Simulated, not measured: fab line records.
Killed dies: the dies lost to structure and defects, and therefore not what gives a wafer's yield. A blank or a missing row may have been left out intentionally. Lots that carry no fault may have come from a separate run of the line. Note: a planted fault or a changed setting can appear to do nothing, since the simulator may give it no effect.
fab line records	flow n5_finfet	part 1 of 2: steps 1 to 26 of 32
record lots=5	wafers=15	last_day=19
route steps=1938 shown HKMG_FIN@404
lots that met no fault: from a run of the same line without faults
start_h: the number of hours between the record's first day and the start of the first shown wafer of the lot	wait_h: hours elapsed since this lot's preceding step	" the same as in the row above	L1.1+2: a single row standing in for several wafers	- no value, or no start was given	* or withheld: withheld	< > ~ a bound
route shown NAME@n: NAME is a module with steps in the file, n the number in the route of the first one	usual: mean and standard deviation over wafers with no fault	same: alike in all rows	chamber/n: place in a boat	sites: each site's reading	_std_site: how widely they spread, as a standard deviation	_edge_site: outer sites' mean less inner sites'	radius_mm: how far each site lies from the wafer's centre	mask NAME#n: copy n	behind: the tool/chamber that last shaped the wafer	hold: why the lot went on hold/how many hours it stayed there/how the hold came to an end	device: whichever transistor did not switch (one of n, p or np)	end of line: at the end of the route, the tests of the same wafers	step lacking rows: just its recipe	killed: count of dies lost to structure and defects at first sort (not the wafer's yield)	map: dies across one wafer; x = killed, . = not, _ = none there
set.NAME: setting as actually run; set.NAME@STEP: the setting as run at that earlier step	model.NAME: the simulator's own value behind a step, which no gauge read
a table for each step, a row for each wafer; lots at some steps of the route
services: a tool's chamber out of use, with start hour (start_h, from the record's first day; less than 0 if before it), hours out, and reason
## steps
# step N5_HKMG_FIN_STRIP_56
# recipe chemistry=N2/H2	temp_c=40	n2_flow_sccm=200	h2_flow_sccm=200	rf_frequency_hz=6e+07
lot.wafer	tool	chamber	start_h	wait_h
L078.3+4+5	rie_diel-01	2,0,0	96.58	0.1
L082.1+3+4	rie_diel-03	0,3,0	127.21	0.1
L090.2+3+5	rie_diel-03	2,3,1	170.52	0.1
L091.2+5+6	rie_diel-06	3,2,1	182.03	0.1
L096.1+2+3	rie_diel-03	1,0,3	207.88	0.1
# step N5_HKMG_FIN_STRIP_57
# recipe chemistry=CF4	resist=SiARC	power_w=300	bias_power_w=75	pressure_mtorr=50	cf4_flow_sccm=150	rf_frequency_hz=6e+07
# usual bias_power_w=75.00/0.23	cf4_flow_sccm=150.0/0.43	drypump_motor_current_A=5.9/0.43	oes_product_au=0.77/0.064	rf_vpp_V=271.5/1.3	showerhead_plenum_p_Torr=1.81/0.049	throttle_valve_pct=13.62/0.21
lot.wafer	tool	chamber	start_h	wait_h	bias_power_w	cf4_flow_sccm	drypump_motor_current_A	oes_product_au	rf_hours_counter_h	rf_vpp_V	showerhead_plenum_p_Torr	throttle_valve_pct
L078.3	rie_diel-01	2	96.59	0.0	75.12	149.8	6.2	0.96	4	271.0	1.83	13.48
L078.4	"	0	"	"	75.10	151.1	6.4	0.81	113	272.2	1.89	13.66
L078.5	"	0	"	"	75.03	150.4	6.4	0.81	-	273.0	1.89	13.67
L082.1	rie_diel-03	0	127.22	0.0	74.99	149.5	6.1	0.71	157	271.8	1.78	13.82
L082.3	"	3	"	"	75.04	150.0	6.3	0.84	61	269.6	1.76	13.22
L082.4	"	0	"	"	75.05	149.4	6.1	0.72	-	271.3	1.78	13.82
L090.2	rie_diel-03	2	170.53	0.0	74.94	149.9	5.4	0.71	177	269.5	1.79	13.46
L090.3	"	3	"	"	75.28	151.1	6.3	0.83	74	270.8	1.76	13.24
L090.5	"	1	"	"	75.20	150.2	5.4	0.81	-	272.5	1.83	13.75
L091.2	rie_diel-06	3	182.04	0.0	74.96	149.9	5.2	0.85	37	270.9	1.82	13.45
L091.5	"	2	"	"	74.80	150.1	5.4	0.75	-	270.7	1.78	13.60
L091.6	"	1	"	"	75.40	150.1	6.5	0.70	-	272.4	1.83	13.90
L096.1	rie_diel-03	1	207.89	0.0	75.14	150.4	5.4	0.81	83	271.3	1.82	13.79
L096.2	"	0	"	"	74.65	149.6	6.1	0.71	183	269.4	1.78	13.88
L096.3	"	3	"	"	74.91	150.4	6.3	0.82	87	269.9	1.76	13.27
# step N5_HKMG_FIN_ETCH_58
# recipe chemistry=N2/H2	target=SOC	target_depth_a=2158	ion_energy_ev=50	bias_w=13	time_s=741	pressure_mtorr=30	source_w=875	n2_flow_sccm=200	h2_flow_sccm=200
# usual drypump_motor_current_A=5.9/0.44	oes_product_au=0.77/0.065	rf_vpp_V=99.3/0.85	showerhead_plenum_p_Torr=2.56/0.07	throttle_valve_pct=17.79/0.23
lot.wafer	tool	chamber	start_h	wait_h	drypump_motor_current_A	oes_product_au	rf_hours_counter_h	rf_vpp_V	showerhead_plenum_p_Torr	throttle_valve_pct
L078.3	rie_diel-01	2	96.61	0.0	6.2	0.98	4	99.4	2.60	17.74
L078.4	"	0	"	"	6.5	0.77	113	100.0	2.66	17.85
L078.5	"	0	"	"	6.5	0.78	-	100.0	2.66	17.84
L082.1	rie_diel-03	0	127.24	0.0	6.1	0.74	158	100.0	2.51	17.87
L082.3	"	3	"	"	6.3	0.85	61	99.1	2.47	17.34
L082.4	"	0	"	"	6.1	0.74	-	99.3	2.51	17.87
L090.2	rie_diel-03	2	170.55	0.0	5.4	0.70	177	98.5	2.55	17.75
L090.3	"	3	"	"	6.3	0.83	75	98.8	2.46	17.35
L090.5	"	1	"	"	5.4	0.82	-	98.1	2.59	17.93
L091.2	rie_diel-06	3	182.06	0.0	5.3	0.82	37	101.5	2.58	17.66
L091.5	"	2	"	"	5.4	0.72	-	98.0	2.53	17.76
L091.6	"	1	"	"	6.5	0.68	-	99.8	2.61	18.18
L096.1	rie_diel-03	1	207.91	0.0	5.4	0.81	83	97.4	2.58	17.94
L096.2	"	0	"	"	6.1	0.72	183	98.9	2.49	17.92
L096.3	"	3	"	"	6.3	0.81	87	98.5	2.46	17.36
# step N5_HKMG_FIN_STRIP_93
# recipe chemistry=N2/H2	material=SOC	time_s=20	power_w=500	temp_c=40	pressure_mtorr=50	rf_frequency_hz=6e+07	bias_power_w=8	h2_frac=0.5	n2_flow_sccm=300	h2_flow_sccm=300
# usual bias_power_w=8.000/0.023	drypump_motor_current_A=5.9/0.44	oes_product_au=0.77/0.067	rf_vpp_V=54.2/0.88	showerhead_plenum_p_Torr=3.38/0.088	throttle_valve_pct=18.95/0.29
lot.wafer	tool	chamber	start_h	wait_h	bias_power_w	drypump_motor_current_A	oes_product_au	rf_hours_counter_h	rf_vpp_V	showerhead_plenum_p_Torr	throttle_valve_pct
L078.3	rie_diel-01	2	97.03	0.2	7.984	6.2	0.98	4	53.7	3.44	18.78
L078.4	"	0	"	"	8.008	6.5	0.78	113	53.4	3.51	19.19
L078.5	"	0	"	"	8.009	6.5	0.77	-	53.7	3.51	19.18
L082.1	rie_diel-03	0	127.67	0.2	7.996	6.1	0.76	158	54.6	3.31	19.00
L082.3	"	3	"	"	8.009	6.3	0.85	61	52.1	3.27	18.55
L082.4	"	0	"	"	8.002	6.1	0.75	-	54.7	3.31	19.02
L090.2	rie_diel-03	2	170.97	0.2	8.025	5.4	0.70	178	54.5	3.37	18.99
L090.3	"	3	"	"	8.026	6.4	0.83	75	55.3	3.26	18.58
L090.5	"	1	"	"	8.014	5.5	0.82	-	54.3	3.41	18.90
L091.2	rie_diel-06	3	182.49	0.2	8.034	5.3	0.83	37	55.0	3.41	18.84
L091.5	"	2	"	"	8.039	5.4	0.72	-	55.4	3.35	18.88
L091.6	"	1	"	"	8.012	6.5	0.68	-	55.7	3.45	19.51
L096.1	rie_diel-03	1	208.34	0.2	8.055	5.5	0.82	83	54.1	3.41	18.91
L096.2	"	0	"	"	8.007	6.1	0.74	183	56.3	3.30	19.05
L096.3	"	3	"	"	8.006	6.3	0.81	87	54.0	3.25	18.61
# step N5_HKMG_FIN_WET_ETCH_76
# recipe chemistry=dNH4OH	mix=1:50	temp_c=25	target=Al2O3	stop_on=La2O3	target_depth_nm=2.25	dry=ipa_marangoni	rinse_time_s=30	rinse_temp_c=23
lot.wafer	tool	chamber	start_h	wait_h
L078.3+4+5	wet_bench-04	4,0,5	97.11	0.1
L082.1+3+4	wet_bench-05	2,3,6	127.75	0.1
L090.2+3+5	wet_bench-03	4,1,5	171.05	0.1
L091.2+5+6	wet_bench-03	7,4,0	182.58	0.1
L096.1+2+3	wet_bench-03	3,5,0	208.42	0.1
# step N5_HKMG_FIN_STRIP_60
# recipe chemistry=N2/H2	power_w=2500	temp_c=300	h2_frac=0.65	time_s=360	pressure_mtorr=withheld	n2_flow_sccm=1750	h2_flow_sccm=3250
# usual drypump_motor_current_A=5.10/0.29	heater_power_w=475/51
lot.wafer	tool	chamber	start_h	wait_h	drypump_motor_current_A	heater_power_w	rf_hours_counter_h
L078.3	plasma_asher-01	0	97.30	0.1	4.93	515	-
L078.4	"	1	"	"	4.94	460	-
L078.5	"	1	"	"	4.90	479	-
L082.1	plasma_asher-02	1	127.82	0.0	5.44	365	48
L082.3	"	0	"	"	5.69	488	-
L082.4	"	1	"	"	5.47	363	-
L090.2	plasma_asher-01	1	171.12	0.0	4.93	476	101
L090.3	"	0	"	"	4.94	516	-
L090.5	"	1	"	"	4.93	464	-
L091.2	plasma_asher-01	0	182.65	0.0	4.94	516	106
L091.5	"	0	"	"	4.93	499	-
L091.6	"	1	"	"	4.92	472	-
L096.1	plasma_asher-01	1	208.49	0.0	4.93	464	113
L096.2	"	0	"	"	4.90	532	113
L096.3	"	0	"	"	4.91	513	-
# step N5_HKMG_FIN_WET_ETCH_77
# recipe chemistry=dHCl	mix=1:10000	temp_c=25	target=La2O3	stop_on=HfO2	target_depth_nm=2
lot.wafer	tool	chamber	start_h	wait_h
L078.3+4+5	wet_bench-04	4,2,0	97.57	0.1
L082.1+3+4	wet_bench-03	4,5,7	128.22	0.3
L090.2+3+5	wet_bench-05	1,7,6	171.51	0.3
L091.2+5+6	wet_bench-04	6,0,5	183.04	0.3
L096.1+2+3	wet_bench-04	3,1,2	208.88	0.3
# step N5_HKMG_FIN_WET_ETCH_78
# recipe chemistry=dNH4OH	mix=1:50	temp_c=25	target=Al2O3	stop_on=La2O3	target_depth_nm=4.5	dry=ipa_marangoni	rinse_time_s=30	rinse_temp_c=23
lot.wafer	tool	chamber	start_h	wait_h
L078.3+4+5	wet_bench-04	4,2,0	97.60	0.0
L082.1+3+4	wet_bench-03	4,5,7	128.25	0.0
L090.2+3+5	wet_bench-05	1,7,6	171.54	0.0
L091.2+5+6	wet_bench-04	6,0,5	183.07	0.0
L096.1+2+3	wet_bench-04	3,1,2	208.91	0.0
# step N5_HKMG_FIN_ALD_79
# recipe material=TiN	target_thk_a=15	temp_c=400	ald_precursor_family=TiCl4	ald_co_reactant=NH3	pulse_time_s=1	purge_time_s=3	co_reactant_purge_time_s=2	co_reactant_pulse_time_s=2	ald_cycles=68	pressure_torr=3
# usual heater_power_w=872/76	precursor_pulse_height_rel=0.998/0.019
# same pulse_time_s=1
lot.wafer	tool	chamber	start_h	wait_h	heater_power_w	precursor_pulse_height_rel
L078.3	ald_metal-04	2	97.67	0.0	957	0.982
L078.4	"	1	"	"	933	1.004
L078.5	"	2	"	"	1032	0.986
L082.1	ald_metal-03	0	128.32	0.0	824	1.003
L082.3	"	2	"	"	810	1.005
L082.4	"	3	"	"	701	1.019
L090.2	ald_metal-04	3	171.62	0.0	910	0.980
L090.3	"	0	"	"	823	0.976
L090.5	"	0	"	"	817	0.999
L091.2	ald_metal-04	3	183.14	0.0	914	0.994
L091.5	"	2	"	"	970	0.988
L091.6	"	1	"	"	932	0.988
L096.1	ald_metal-04	2	208.98	0.0	971	1.000
L096.2	"	3	"	"	899	1.013
L096.3	"	0	"	"	841	0.991
# step N5_HKMG_FIN_CVD_62
# recipe material=a-Si	target_thk_a=30	temp_c=500	precursor=Si2H6	pressure_torr=1	time_s=20.8
# usual heater_power_w=1428/130
lot.wafer	tool	chamber	start_h	wait_h	heater_power_w
L078.3	thermal_cvd_si-02	1	98.03	0.2	1312
L078.4	"	2	"	"	1356
L078.5	"	1	"	"	1358
L082.1	thermal_cvd_si-01	2	128.69	0.2	1515
L082.3	"	1	"	"	1688
L082.4	"	0	"	"	1227
L090.2	thermal_cvd_si-01	0	171.98	0.2	1201
L090.3	"	2	"	"	1473
L090.5	"	2	"	"	1517
L091.2	thermal_cvd_si-01	1	183.50	0.2	1671
L091.5	"	2	"	"	1456
L091.6	"	1	"	"	1659
L096.1	thermal_cvd_si-01	0	209.34	0.2	1237
L096.2	"	1	"	"	1675
L096.3	"	2	"	"	1457
# step N5_HKMG_FIN_RTA_80
# recipe temp_c=withheld	time_s=2	ambient=N2	idle_temp_c=600	ramp_up_c_per_s=150	ramp_down_c_per_s=60	cool_to_c=600
lot.wafer	tool	chamber	start_h	wait_h
L078.3+4+5	rtp_anneal-02	0	98.21	0.1
L082.1+3+4	rtp_anneal-02	0	128.82	0.1
L090.2+3+5	rtp_anneal-01	0	172.39	0.4
L091.2+5+6	rtp_anneal-01	0	183.70	0.2
L096.1+2+3	rtp_anneal-02	0	209.47	0.1
# step N5_HKMG_FIN_PRECLEAN_64
# recipe chemistry=dHF	time_s=30	temp_c=25	dilution=withheld
lot.wafer	tool	chamber	start_h	wait_h
L078.3+4+5	wet_bench-04	1,5,0	98.31	0.1
L082.1+3+4	wet_bench-04	0,3,7	128.97	0.1
L090.2+3+5	wet_bench-03	6,3,2	172.51	0.1
L091.2+5+6	wet_bench-03	4,6,2	183.94	0.2
L096.1+2+3	wet_bench-04	6,0,7	209.62	0.1
# step N5_HKMG_FIN_WET_ETCH_65
# recipe chemistry=TMAH	temp_c=70	conc_wt_pct=5	target=a-Si	stop_on=TiN	time_s=49	target_depth_nm=3
lot.wafer	tool	chamber	start_h	wait_h
L078.3+4+5	wet_bench-04	1,5,0	98.32	0.0
L082.1+3+4	wet_bench-04	0,3,7	128.98	0.0
L090.2+3+5	wet_bench-03	6,3,2	172.52	0.0
L091.2+5+6	wet_bench-03	4,6,2	183.95	0.0
L096.1+2+3	wet_bench-04	6,0,7	209.63	0.0
# step N5_HKMG_FIN_WET_ETCH_81
# recipe chemistry=SC1	target=TiN	stop_on=HfO2	mix=1:1:5	temp_c=60	time_s=57	target_depth_nm=6
lot.wafer	tool	chamber	start_h	wait_h
L078.3+4+5	wet_bench-04	1,5,0	98.34	0.0
L082.1+3+4	wet_bench-04	0,3,7	128.99	0.0
L090.2+3+5	wet_bench-03	6,3,2	172.54	0.0
L091.2+5+6	wet_bench-03	4,6,2	183.96	0.0
L096.1+2+3	wet_bench-04	6,0,7	209.64	0.0
# step N5_HKMG_FIN_WET_ETCH_82
# recipe chemistry=dHCl	mix=1:10000	temp_c=25	target=La2O3	stop_on=HfO2	target_depth_nm=2	dry=ipa_marangoni	rinse_time_s=30	rinse_temp_c=23
lot.wafer	tool	chamber	start_h	wait_h
L078.3+4+5	wet_bench-04	1,5,0	98.37	0.0
L082.1+3+4	wet_bench-04	0,3,7	129.02	0.0
L090.2+3+5	wet_bench-03	6,3,2	172.57	0.0
L091.2+5+6	wet_bench-03	4,6,2	184.00	0.0
L096.1+2+3	wet_bench-04	6,0,7	209.67	0.0
# step N5_HKMG_FIN_ALD_36
# recipe material=TiN	target_thk_a=10	temp_c=400	ald_precursor_family=TiCl4	ald_co_reactant=NH3	pulse_time_s=1	purge_time_s=3	co_reactant_purge_time_s=2	co_reactant_pulse_time_s=2	ald_cycles=47	pressure_torr=3
# usual heater_power_w=873/68	precursor_pulse_height_rel=0.998/0.019
# same pulse_time_s=1
lot.wafer	tool	chamber	start_h	wait_h	heater_power_w	precursor_pulse_height_rel
L078.3	ald_metal-01	3	98.43	0.0	850	0.973
L078.4	"	1	"	"	917	1.022
L078.5	"	0	"	"	804	0.998
L082.1	ald_metal-04	1	129.08	0.0	924	0.981
L082.3	"	0	"	"	799	1.008
L082.4	"	3	"	"	887	1.013
L090.2	ald_metal-01	0	172.63	0.0	858	0.969
L090.3	"	1	"	"	920	1.023
L090.5	"	3	"	"	866	0.998
L091.2	ald_metal-01	2	184.06	0.0	941	1.005
L091.5	"	2	"	"	920	0.996
L091.6	"	1	"	"	924	0.999
L096.1	ald_metal-01	2	209.73	0.0	939	0.988
L096.2	"	1	"	"	936	0.981
L096.3	"	0	"	"	844	0.973
# step N5_HKMG_FIN_THK_MEAS_70
# recipe thk_meas_gauge=xrf	reads=HfO2_of_HKMG_FIN_HK_ALD_01
# usual HK_THK=1.600/0.022
lot.wafer	tool	chamber	start_h	wait_h	HK_THK[nm]
L078.3	film_metro-01	-	98.71	0.2	1.606
L078.4	"	-	"	"	1.600
L078.5	"	-	"	"	1.616
L082.1	film_metro-02	-	129.36	0.2	1.556
L082.3	"	-	"	"	1.573
L082.4	"	-	"	"	1.634
L090.2	film_metro-02	-	172.91	0.2	1.607
L090.3	"	-	"	"	1.590
L090.5	"	-	"	"	1.594
L091.2	film_metro-02	-	184.34	0.2	1.595
L091.5	"	-	"	"	1.611
L091.6	"	-	"	"	1.566
L096.1	film_metro-01	-	210.01	0.2	1.614
L096.2	"	-	"	"	1.600
L096.3	"	-	"	"	1.594
# step N5_HKMG_FIN_PWFM_ALD_03
# recipe material=TiN	target_thk_a=20	temp_c=400	ald_precursor_family=TiCl4	ald_co_reactant=NH3	pulse_time_s=1	purge_time_s=3	co_reactant_purge_time_s=2	co_reactant_pulse_time_s=2	ald_cycles=91	pressure_torr=3
# usual heater_power_w=877/65	precursor_pulse_height_rel=1.001/0.02
# same pulse_time_s=1
lot.wafer	tool	chamber	start_h	wait_h	heater_power_w	precursor_pulse_height_rel
L078.3	ald_metal-04	3	98.75	0.0	903	1.043
L078.4	"	1	"	"	936	1.002
L078.5	"	2	"	"	984	1.012
L082.1	ald_metal-01	1	129.40	0.0	919	0.990
L082.3	"	0	"	"	828	0.992
L082.4	"	2	"	"	928	0.963
L090.2	ald_metal-03	0	172.95	0.0	814	0.990
L090.3	"	2	"	"	837	1.007
L090.5	"	2	"	"	814	0.996
L091.2	ald_metal-04	2	184.37	0.0	962	1.028
L091.5	"	2	"	"	1002	1.007
L091.6	"	3	"	"	909	1.006
L096.1	ald_metal-03	0	210.05	0.0	850	1.033
L096.2	"	1	"	"	875	0.955
L096.3	"	2	"	"	823	1.037
# step N5_HKMG_FIN_COAT_29
# recipe resist=SOC	temp_c=250	time_s=60	spin_rpm=1500	resist_thk_nm=300
# usual spin_speed_rpm=1500.1/1.2
lot.wafer	tool	chamber	start_h	wait_h	spin_speed_rpm
L078.3	litho_track-01	0	99.22	0.2	1499.9
L078.4	"	0	"	"	1501.2
L078.5	"	0	"	"	1497.8
L082.1	litho_track-01	0	129.87	0.2	1501.6
L082.3	"	0	"	"	1499.3
L082.4	"	0	"	"	1500.0
L090.2	litho_track-05	0	173.42	0.2	1501.1
L090.3	"	0	"	"	1500.8
L090.5	"	0	"	"	1499.3
L091.2	litho_track-04	0	184.84	0.2	1503.2
L091.5	"	0	"	"	1501.7
L091.6	"	0	"	"	1501.3
L096.1	litho_track-01	0	210.52	0.2	1499.7
L096.2	"	0	"	"	1501.4
L096.3	"	0	"	"	1499.2
# step N5_HKMG_FIN_COAT_30
# recipe resist=SiARC	temp_c=220	time_s=60	spin_rpm=1500	resist_thk_nm=35
# usual spin_speed_rpm=1500.1/1.3
lot.wafer	tool	chamber	start_h	wait_h	spin_speed_rpm
L078.3	litho_track-01	0	-	-	1500.3
L078.4	"	0	"	"	1499.8
L078.5	"	0	"	"	1502.1
L082.1	litho_track-01	0	-	-	1498.8
L082.3	"	0	"	"	1501.7
L082.4	"	0	"	"	1500.9
L090.2	litho_track-05	0	-	-	1499.8
L090.3	"	0	"	"	1502.0
L090.5	"	0	"	"	1501.3
L091.2	litho_track-04	0	-	-	1497.4
L091.5	"	0	"	"	1502.0
L091.6	"	0	"	"	1499.5
L096.1	litho_track-01	0	-	-	1497.9
L096.2	"	0	"	"	1497.6
L096.3	"	0	"	"	1499.4
# step N5_HKMG_FIN_COAT_06
# recipe resist=CAR-ArF	spin_rpm=1500	resist_thk_nm=90
# usual spin_speed_rpm=1500.0/1.3
lot.wafer	tool	chamber	start_h	wait_h	spin_speed_rpm
L078.3	litho_track-01	0	-	-	1500.1
L078.4	"	0	"	"	1500.6
L078.5	"	0	"	"	1500.4
L082.1	litho_track-01	0	-	-	1499.9
L082.3	"	0	"	"	1501.1
L082.4	"	0	"	"	1500.4
L090.2	litho_track-05	0	-	-	1497.2
L090.3	"	0	"	"	1499.9
L090.5	"	0	"	"	1499.4
L091.2	litho_track-04	0	-	-	1499.1
L091.5	"	0	"	"	1498.3
L091.6	"	0	"	"	1501.2
L096.1	litho_track-01	0	-	-	1500.5
L096.2	"	0	"	"	1500.7
L096.3	"	0	"	"	1498.0
# step N5_HKMG_FIN_EBR_08
# recipe solvent=PGMEA	ebr_width_mm=1.5
# same ebr_width_mm=1.5
lot.wafer	tool	chamber	start_h	wait_h
L078.3+4+5	litho_track-01	0	-	-
L082.1+3+4	litho_track-01	0	-	-
L090.2+3+5	litho_track-05	0	-	-
L091.2+5+6	litho_track-04	0	-	-
L096.1+2+3	litho_track-01	0	-	-
# step N5_HKMG_FIN_SOFTBAKE_07
# recipe temp_c=110	time_s=60	resist=CAR-ArF
lot.wafer	tool	chamber	start_h	wait_h
L078.3+4+5	litho_track-01	0	-	-
L082.1+3+4	litho_track-01	0	-	-
L090.2+3+5	litho_track-05	0	-	-
L091.2+5+6	litho_track-04	0	-	-
L096.1+2+3	litho_track-01	0	-	-
# step N5_HKMG_FIN_EXPOSE_09
# recipe mask_id=NWFM	na=1.35	source_shape=conventional	sigma_outer=0.8	polarization=unpolarized	target_cd_nm=98	dose_mj=39.25
lot.wafer	tool	chamber	start_h	wait_h	mask
L078.3+4+5	arfi_scanner-02	0	99.35	-	NWFM#0
L082.1+3+4	arfi_scanner-01	0	129.99	-	NWFM#0
L090.2+3+5	arfi_scanner-02	0	173.67	-	NWFM#0
L091.2+5+6	arfi_scanner-01	0	185.09	-	NWFM#0
L096.1+2+3	arfi_scanner-03	0	210.64	-	NWFM#0
# step N5_HKMG_FIN_PEB_10
# recipe peb_temp_c=withheld	peb_time_s=60	resist=CAR-ArF
lot.wafer	tool	chamber	start_h	wait_h
L078.3+4+5	litho_track-05	0	99.39	0.0
L082.1+3+4	litho_track-04	0	130.05	0.1
L090.2+3+5	litho_track-04	0	173.72	0.0
L091.2+5+6	litho_track-01	0	185.15	0.0
L096.1+2+3	litho_track-01	0	210.70	0.1
# step N5_HKMG_FIN_DEVELOP_11
# recipe develop_time_s=30	developer=TMAH	resist=CAR-ArF	dev_temp_c=23	rinse_liquid=diw	dry=air_spin
# same develop_time_s=30
lot.wafer	tool	chamber	start_h	wait_h
L078.3+4+5	litho_track-05	0	-	-
L082.1+3+4	litho_track-04	0	-	-
L090.2+3+5	litho_track-04	0	-	-
L091.2+5+6	litho_track-01	0	-	-
L096.1+2+3	litho_track-01	0	-	-
